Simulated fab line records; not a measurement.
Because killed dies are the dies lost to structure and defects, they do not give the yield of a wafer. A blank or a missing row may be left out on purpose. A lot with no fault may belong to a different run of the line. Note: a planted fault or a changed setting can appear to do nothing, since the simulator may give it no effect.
fab line records    flow nand_harc
record lots=11  wafers=33  last_day=24
route steps=1159 shown P_M2@332 END@1159
lots that met no fault: from a run of the same line without faults
start_h: hours from the record's opening day to when the first of the lot's shown wafers began    wait_h: hours since the lot's step before    " the same as in the row above    L1.1+2: several wafers, shown together as one row    - either no value or no given start    * or withheld: withheld    < > ~ a bound
route shown NAME@n: names a module that has steps shown in the file, with the first one's number in the route    usual: the fault-free wafers' mean and standard deviation    same: alike in all rows    chamber/n: place in a boat    sites: the reading at each site    _std_site: their standard deviation    _edge_site: outer sites' mean less inner sites'    radius_mm: for every site, how far away it sits from the centre of the wafer    mask NAME#n: copy n    behind: tool/chamber where the wafer was last shaped    hold: why the lot was held/for how many hours/how that ended    device: names the non-switching transistor (n, p or np)    end of line: the route-end tests of the same wafers    where a step has no rows: the recipe by itself    killed: the dies lost at the first sort to structure and to defects; this is not the yield of the wafer    map: shows each die of a wafer: x if killed, . if not, _ if none is there
set.NAME: the run value of the setting; set.NAME@STEP: its run value at that earlier step    model.NAME: the simulator's own value behind a step, which no gauge read
route steps across a sampled set of lots; one table per step, one row per wafer
services: the hour from which a tool's chamber was out of use, counted from the record's first day as start_h (under 0 if before that day), plus the number of hours and why
## steps
# step NHARC_P_M2_ETCH_35
# recipe target_depth_a=400  overetch_a=120  time_s=43.94  ion_energy_ev=200  n2_flow_sccm=150  h2_flow_sccm=150  ar_flow_sccm=0  rf_w=400  bias_w=150  chemistry=N2/H2
# usual drypump_motor_current_A=5.6/0.37  oes_product_au=1.002/0.011  rf_vpp_V=430.4/2.6  showerhead_plenum_p_Torr=2.03/0.092  throttle_valve_pct=14.171/0.01
lot.wafer  tool         chamber  start_h  wait_h  drypump_motor_current_A  oes_product_au  rf_hours_counter_h  rf_vpp_V  showerhead_plenum_p_Torr  throttle_valve_pct
L363.1     rie_diel-05  0        138.45   0.1     5.1                      1.001           4                   428.2     1.99                      14.160
L363.2     "            1        "        "       5.7                      0.994           5                   428.6     1.96                      14.173
L363.6     "            3        "        "       5.3                      1.010           -                   434.1     2.16                      14.166
L365.2     rie_diel-05  1        148.14   0.1     5.7                      0.990           5                   429.3     1.96                      14.182
L365.3     "            2        "        "       5.9                      1.005           5                   432.6     2.12                      14.172
L365.5     "            1        "        "       5.7                      0.991           -                   427.8     1.96                      14.177
L367.2     rie_diel-05  3        156.45   0.1     5.3                      1.013           5                   433.9     2.16                      14.178
L367.6     "            0        "        "       5.1                      1.007           -                   429.1     1.98                      14.152
L367.5     "            1        "        "       5.7                      0.995           -                   429.0     1.96                      14.178
L371.1     rie_diel-01  2        176.47   0.1     5.6                      0.983           1                   428.7     2.00                      14.166
L371.4     "            3        "        "       6.2                      1.002           9                   430.1     2.02                      14.158
L371.6     "            0        "        "       5.7                      1.005           -                   427.4     1.89                      14.168
L377.2     rie_diel-05  1        222.71   0.1     5.8                      1.002           2                   429.6     1.96                      14.172
L377.4     "            2        "        "       5.9                      1.004           2                   433.4     2.12                      14.165
L377.5     "            1        "        "       5.7                      1.011           -                   427.8     1.96                      14.167
L378.3     rie_diel-01  0        223.33   0.1     5.7                      1.004           16                  425.7     1.88                      14.184
L378.4     "            1        "        "       6.0                      1.018           17                  427.4     1.94                      14.171
L378.6     "            0        "        "       5.7                      1.014           -                   424.2     1.88                      14.160
L380.1     rie_diel-05  3        227.46   0.1     5.3                      1.008           2                   433.4     2.16                      14.178
L380.2     "            2        "        "       5.9                      1.015           2                   433.0     2.12                      14.172
L380.5     "            3        "        "       5.3                      1.008           -                   433.7     2.16                      14.190
L381.4     rie_diel-05  2        231.80   0.1     5.9                      1.014           2                   433.6     2.12                      14.178
L381.1     "            3        "        "       5.3                      1.019           2                   435.0     2.16                      14.177
L381.3     "            0        "        "       5.1                      0.984           2                   427.6     1.98                      14.169
L385.3     rie_diel-05  0        250.20   0.1     5.0                      0.981           3                   430.6     1.98                      14.181
L385.1     "            2        "        "       6.0                      1.013           3                   431.0     2.12                      14.157
L385.5     "            1        "        "       5.7                      0.998           -                   428.2     1.96                      14.176
L383.4     rie_diel-05  0        251.67   0.1     5.1                      0.993           3                   429.0     1.98                      14.168
L383.3     "            2        "        "       5.9                      1.006           3                   433.4     2.12                      14.148
L383.5     "            3        "        "       5.3                      1.012           -                   432.5     2.16                      14.161
L386.1     rie_diel-05  3        264.72   0.1     5.3                      1.023           4                   433.3     2.16                      14.164
L386.2     "            1        "        "       5.7                      1.011           3                   427.0     1.96                      14.171
L386.5     "            3        "        "       5.3                      1.017           -                   434.2     2.16                      14.175
# step NHARC_P_M2_ETCH_28
# recipe target_depth_a=300  over_etch_frac=0.3  time_s=72.99  ion_energy_ev=150  cf4_flow_sccm=50  n2_flow_sccm=100  ar_flow_sccm=150  rf_w=300  bias_w=100  chemistry=CF4/N2
# usual drypump_motor_current_A=5.6/0.42  oes_product_au=1.001/0.012  rf_vpp_V=314.4/1.9  showerhead_plenum_p_Torr=2.64/0.11  throttle_valve_pct=19.794/0.0087
lot.wafer  tool         chamber  start_h  wait_h  drypump_motor_current_A  oes_product_au  rf_hours_counter_h  rf_vpp_V  showerhead_plenum_p_Torr  throttle_valve_pct
L363.2     rie_diel-09  0        138.99   -       6.4                      0.988           15                  314.6     2.71                      19.773
L363.1     "            3        "        "       5.6                      1.010           15                  317.0     2.78                      19.801
L363.6     "            0        "        "       6.3                      0.985           -                   316.4     2.71                      19.803
L365.2     rie_diel-05  0        148.67   -       5.1                      1.000           5                   313.4     2.56                      19.793
L365.3     "            1        "        "       5.7                      0.988           5                   312.1     2.54                      19.792
L365.5     "            1        "        "       5.7                      0.990           -                   312.1     2.53                      19.787
L367.2     rie_diel-05  3        157.10   -       5.3                      1.002           5                   315.8     2.77                      19.787
L367.6     "            0        "        "       5.1                      1.001           -                   313.1     2.56                      19.795
L367.5     "            1        "        "       5.7                      0.998           -                   313.5     2.53                      19.802
L371.1     rie_diel-09  1        177.00   -       5.0                      1.008           29                  311.9     2.48                      19.811
L371.4     "            3        "        "       5.6                      0.853           33                  316.2     2.77                      19.781
L371.6     "            0        "        "       6.4                      0.987           -                   316.3     2.70                      19.801
L377.2     rie_diel-05  2        223.26   -       5.9                      1.007           2                   315.5     2.72                      19.801
L377.4     "            0        "        "       5.1                      0.983           2                   312.0     2.56                      19.806
L377.5     "            1        "        "       5.7                      0.999           -                   312.1     2.53                      19.796
L378.3     rie_diel-05  0        223.87   -       5.1                      0.994           2                   312.6     2.56                      19.788
L378.6     "            2        "        "       5.9                      1.016           -                   314.5     2.72                      19.791
L378.4     "            0        "        "       5.1                      0.989           -                   313.2     2.56                      19.788
L380.1     rie_diel-01  1        228.02   -       6.0                      0.992           18                  312.0     2.50                      19.794
L380.2     "            2        "        "       5.6                      0.983           9                   313.8     2.58                      19.797
L380.5     "            0        "        "       5.7                      0.997           -                   311.5     2.44                      19.786
L381.3     rie_diel-05  3        232.35   -       5.3                      1.010           2                   316.5     2.77                      19.782
L381.1     "            0        "        "       5.1                      1.002           2                   312.5     2.56                      19.802
L381.4     "            1        "        "       5.7                      1.020           2                   312.2     2.53                      19.798
L385.1     rie_diel-05  3        250.75   -       5.3                      0.998           3                   317.1     2.77                      19.793
L385.3     "            0        "        "       5.1                      0.995           3                   314.6     2.56                      19.800
L385.5     "            2        "        "       5.9                      1.012           -                   314.9     2.72                      19.792
L383.4     rie_diel-05  2        252.20   -       6.0                      1.013           3                   316.1     2.72                      19.799
L383.3     "            1        "        "       5.7                      1.002           3                   313.8     2.53                      19.787
L383.5     "            3        "        "       5.3                      1.012           -                   316.3     2.77                      19.804
L386.1     rie_diel-05  1        265.26   -       5.7                      0.999           3                   312.4     2.53                      19.794
L386.2     "            2        "        "       5.9                      1.012           4                   314.2     2.72                      19.790
L386.5     "            3        "        "       5.3                      1.009           -                   316.1     2.77                      19.801
# step NHARC_P_M2_CMP_23
# recipe t_overpolish_s=20  target_thk_nm=144.3
# usual motor_current_A=12.3/1.1  slurry_flow_ml_min=150.1/0.46  time_to_endpoint_s=26.8/2.8
lot.wafer  tool    chamber  start_h  wait_h  motor_current_A  slurry_flow_ml_min  time_to_endpoint_s
L363.1     cmp-03  1        140.57   -       12.5             150.5               25.1
L363.2     "       2        "        "       14.3             149.9               24.3
L363.6     "       3        "        "       12.9             150.0               24.5
L365.3     cmp-03  2        150.19   -       13.4             150.7               25.1
L365.2     "       3        "        "       12.3             150.5               26.3
L365.5     "       1        "        "       13.5             150.8               27.0
L367.2     cmp-04  3        158.78   -       13.1             149.6               22.5
L367.6     "       2        "        "       11.8             150.0               25.8
L367.5     "       3        "        "       12.2             149.2               24.9
L371.1     cmp-02  2        178.66   -       11.9             149.6               33.8
L371.4     "       3        "        "       12.3             150.0               26.9
L371.6     "       0        "        "       12.0             150.4               30.2
L377.4     cmp-02  1        224.80   -       12.6             149.9               31.1
L377.2     "       3        "        "       12.8             150.5               28.7
L377.5     "       2        "        "       11.2             150.6               32.3
L378.4     cmp-02  1        225.54   -       12.6             150.0               28.0
L378.3     "       0        "        "       12.3             150.5               32.9
L378.6     "       1        "        "       13.0             149.2               27.3
L380.2     cmp-04  1        229.99   -       13.0             150.5               27.4
L380.1     "       2        "        "       11.8             150.3               28.3
L380.5     "       1        "        "       11.9             151.1               27.0
L381.3     cmp-03  2        233.88   -       14.2             150.4               25.7
L381.1     "       0        "        "       9.4              150.5               25.2
L381.4     "       1        "        "       12.3             149.7               27.3
L385.1     cmp-04  3        252.21   -       12.3             149.6               24.7
L385.3     "       0        "        "       13.6             150.0               26.6
L385.5     "       0        "        "       12.8             150.9               27.3
L383.4     cmp-03  1        253.76   -       13.2             149.6               28.9
L383.3     "       2        "        "       14.3             149.4               25.8
L383.5     "       1        "        "       12.5             149.5               27.9
L386.1     cmp-04  1        266.75   -       13.0             150.8               25.3
L386.2     "       2        "        "       10.6             149.8               28.8
L386.5     "       0        "        "       13.3             150.1               26.1
# step NHARC_P_M2_THK_MEAS_24
# recipe thk_meas_gauge=xrf
# usual thk_nm=144.0/1.6
lot.wafer  tool           chamber  start_h  wait_h  thk_nm
L363.1     film_metro-02  -        140.83   -       143.6
L363.2     "              -        "        "       143.7
L363.6     "              -        "        "       143.5
L365.2     film_metro-01  -        150.49   -       144.7
L365.3     "              -        "        "       141.1
L365.5     "              -        "        "       146.1
L367.2     film_metro-01  -        159.07   -       143.2
L367.5     "              -        "        "       141.1
L367.6     "              -        "        "       145.7
L371.1     film_metro-02  -        178.91   -       147.5
L371.4     "              -        "        "       141.3
L371.6     "              -        "        "       147.4
L377.2     film_metro-01  -        225.11   -       144.5
L377.4     "              -        "        "       143.3
L377.5     "              -        "        "       145.4
L378.3     film_metro-01  -        225.85   -       145.4
L378.4     "              -        "        "       144.7
L378.6     "              -        "        "       145.4
L380.1     film_metro-01  -        230.30   -       142.8
L380.2     "              -        "        "       145.5
L380.5     "              -        "        "       143.4
L381.1     film_metro-01  -        234.19   -       144.0
L381.3     "              -        "        "       144.6
L381.4     "              -        "        "       143.7
L385.1     film_metro-02  -        252.53   -       143.0
L385.3     "              -        "        "       144.9
L385.5     "              -        "        "       142.9
L383.3     film_metro-02  -        254.08   -       144.1
L383.4     "              -        "        "       141.3
L383.5     "              -        "        "       145.8
L386.1     film_metro-01  -        267.04   -       145.7
L386.2     "              -        "        "       144.2
L386.5     "              -        "        "       146.0
# step NHARC_END_SORT_01
# recipe temp_c=25
# usual defect_limited_yield=95.8/1.4  killed_at_array=24/8.8  killed_at_other=0.7/0.99  killed_at_periphery=3.5/2.6  killed_dies=28/9.3  killed_open=3.2/1.7  killed_short=1.7/1.4  sort_bin_2_pct=1.3/0.6  sort_bin_3_pct=0.24/0.2  sort_bin_4_pct=2.6/0.88  sort_n_pass=649/9.3  sort_rim_yield_pct=94/3.2  sort_yield_pct=95.8/1.4
# same gross_dies=677  sort_bin_5_pct[%]=0  sort_bin_6_pct[%]=0  sort_bin_7_pct[%]=0  sort_bin_8_pct[%]=0  sort_rim_n_gross=106.00
lot.wafer  tool       chamber  start_h  wait_h  defect_limited_yield[%]  killed_at_array  killed_at_other  killed_at_periphery  killed_dies  killed_open  killed_short  sort_bin_2_pct[%]  sort_bin_3_pct[%]  sort_bin_4_pct[%]  sort_n_pass  sort_rim_yield_pct[%]  sort_yield_pct[%]
L367.2     prober-02  0        465.62   2.8     94.4                     33               0                5                    38           6            3             1.9                0.15               3.5                639          92                     94.4
L367.5     prober-02  0        468.01   3.7     94.2                     30               0                9                    39           4            1             1.8                0.15               3.8                638          90                     94.2
L367.6     prober-02  0        468.81   4.0     96.0                     19               0                8                    27           4            3             1.5                0.15               2.4                650          95                     96.0
L371.4     prober-02  0        524.20   3.4     96.3                     19               1                5                    25           6            2             1.5                0.44               1.8                652          94                     96.3
L377.2     prober-01  0        544.47   2.8     95.1                     25               2                6                    33           4            1             2.1                0                  2.8                644          93                     95.1
L377.4     prober-01  0        546.05   3.4     95.3                     29               1                2                    32           5            0             1.6                0.30               2.8                645          90                     95.3
L377.5     prober-01  0        546.85   3.7     94.8                     32               1                2                    35           7            1             1.9                0.59               2.7                642          91                     94.8
L380.1     prober-02  0        562.26   2.5     93.2                     41               2                3                    46           2            4             1.8                1.03               4.0                631          89                     93.2
L380.2     prober-02  0        563.05   2.8     93.2                     43               2                1                    46           5            0             2.7                0.15               4.0                631          87                     93.2
L380.5     prober-02  0        565.44   3.7     94.8                     31               1                3                    35           8            4             2.2                0.44               2.5                642          91                     94.8
# killed by level:class
L367.2 A_CHANNEL_HOLE_D1:chamber_film_flake=16 A_ZERO_WELL:chamber_film_flake=5 A_CONTACT:chamber_film_flake=4 P_CONTACT:geometric_particle:open=2 P_CONTACT:chamber_film_flake=2 P_GATE:geometric_particle:open=1 A_ONON_D1:geometric_particle:short=1 A_CHANNEL_HOLE_D1:geometric_particle:short=1
L367.5 A_CHANNEL_HOLE_D1:chamber_film_flake=17 P_CONTACT:chamber_film_flake=5 A_STAIRCASE:chamber_film_flake=3 P_GATE:chamber_film_flake=2 A_ZERO_WELL:chamber_film_flake=2 A_WL_FILL:chamber_film_flake=2 P_CONTACT:geometric_particle:open=1 A_ONON_D1:geometric_particle:open=1
L367.6 A_CHANNEL_HOLE_D1:chamber_film_flake=11 A_STAIRCASE:chamber_film_flake=4 P_CONTACT:chamber_film_flake=3 P_CONTACT:geometric_particle:open=2 P_GATE:geometric_particle:short=1 P_CONTACT:geometric_particle:short=1 A_SGD_CUT:geometric_particle:short=1 A_CONTACT:geometric_particle:open=1
L371.4 A_CHANNEL_HOLE_D1:chamber_film_flake=12 A_WL_FILL:geometric_particle:open=2 P_ZERO_WELL:chamber_film_flake=2 P_M2:area_etch=2 P_CONTACT:geometric_particle:open=1 A_ONON_D1:geometric_particle:open=1 A_SGD_CUT:geometric_particle:short=1 A_CONTACT:geometric_particle:short=1
L377.2 A_CHANNEL_HOLE_D1:chamber_film_flake=20 P_M0:geometric_particle:open=2 P_GATE:chamber_film_flake=2 A_BLC:chamber_film_flake=2 THIN_TSV:chamber_film_flake=2 P_CONTACT:geometric_particle:open=1 P_M2:geometric_particle:short=1 A_WL_FILL:geometric_particle:open=1
L377.4 A_CHANNEL_HOLE_D1:chamber_film_flake=20 A_BLC:chamber_film_flake=3 P_CONTACT:geometric_particle:open=1 A_SOURCE_PLATE:geometric_particle:open=1 A_CHANNEL_FILL_D1:geometric_particle:open=1 A_CONTACT:geometric_particle:open=1 A_BLC:geometric_particle:open=1 P_GATE:chamber_film_flake=1
L377.5 A_CHANNEL_HOLE_D1:chamber_film_flake=16 A_BLC:chamber_film_flake=4 A_CONTACT:chamber_film_flake=3 A_CHANNEL_FILL_D1:geometric_particle:open=2 A_BLC:geometric_particle:open=2 A_STAIRCASE:chamber_film_flake=2 P_CONTACT:geometric_particle:short=1 A_CONTACT:geometric_particle:open=1
L380.1 A_CHANNEL_HOLE_D1:chamber_film_flake=17 A_SLIT:chamber_film_flake=17 P_CONTACT:chamber_film_flake=2 THIN_TSV:chamber_film_flake=2 P_GATE:geometric_particle:short=1 A_ONON_D1:geometric_particle:short=1 A_WL_FILL:geometric_particle:open=1 A_CONTACT:geometric_particle:short=1
L380.2 A_CHANNEL_HOLE_D1:chamber_film_flake=18 A_SLIT:chamber_film_flake=14 A_SGD_CUT:geometric_particle:open=2 A_CHANNEL_FILL_D1:chamber_film_flake=2 A_CONTACT:chamber_film_flake=2 A_M0:chamber_film_flake=2 THIN_TSV:chamber_film_flake=2 P_CONTACT:geometric_particle:open=1
L380.5 A_CHANNEL_HOLE_D1:chamber_film_flake=12 A_SLIT:chamber_film_flake=6 A_CONTACT:geometric_particle:open=2 A_CONTACT:chamber_film_flake=2 P_CONTACT:geometric_particle:short=1 P_CONTACT:geometric_particle:open=1 A_SOURCE_PLATE:geometric_particle:short=1 A_ONON_D1:geometric_particle:short=1
## services
tool         chamber  start_h  hours  kind
cmp-02       -        116.21   0.7    repair
rie_diel-05  0        118.18   -      clean
rie_diel-05  1        118.18   -      clean
rie_diel-05  2        118.18   -      clean
cmp-02       -        128.50   4.0    pm
cmp-04       -        130.34   2.7    repair
rie_diel-01  -        137.84   9.0    pm
cmp-02       -        146.88   1.4    repair
cmp-03       -        155.95   1.9    repair
rie_diel-05  -        163.60   9.0    pm
cmp-02       -        189.09   1.9    repair
cmp-04       -        203.06   4.0    pm
rie_diel-09  3        216.37   5.0    repair
cmp-04       -        218.40   6.5    repair
rie_diel-05  3        223.82   1.4    repair
cmp-02       -        226.50   4.0    pm
cmp-04       -        227.14   1.3    repair
cmp-03       -        233.19   0.6    repair
cmp-04       -        244.28   1.0    repair
cmp-02       -        245.07   4.0    repair
cmp-03       -        247.49   1.0    repair
rie_diel-01  3        251.91   4.5    repair
rie_diel-09  -        254.10   9.0    pm
cmp-03       -        255.83   4.0    pm
## key
first_sign step=NHARC_P_M2_ETCH_28  reading=oes_product_au  direction=down  sigmas=13  usual=1.001  struck=0.853
effect none on later readings
met_at NHARC_P_M2_ETCH_28
struck_lots L371
struck_wafers L371.4
not_acting_at NHARC_P_M2_ETCH_35,NHARC_P_M2_CMP_23,NHARC_P_M2_THK_MEAS_24
onset_between 138.99 177.00
fault kind=process_parameter_drift  tool=rie_diel-09  chamber=3  onset_h=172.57  steps=NHARC_P_M2_ETCH_28  channel=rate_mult  offset=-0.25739  shape=step  end_h=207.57
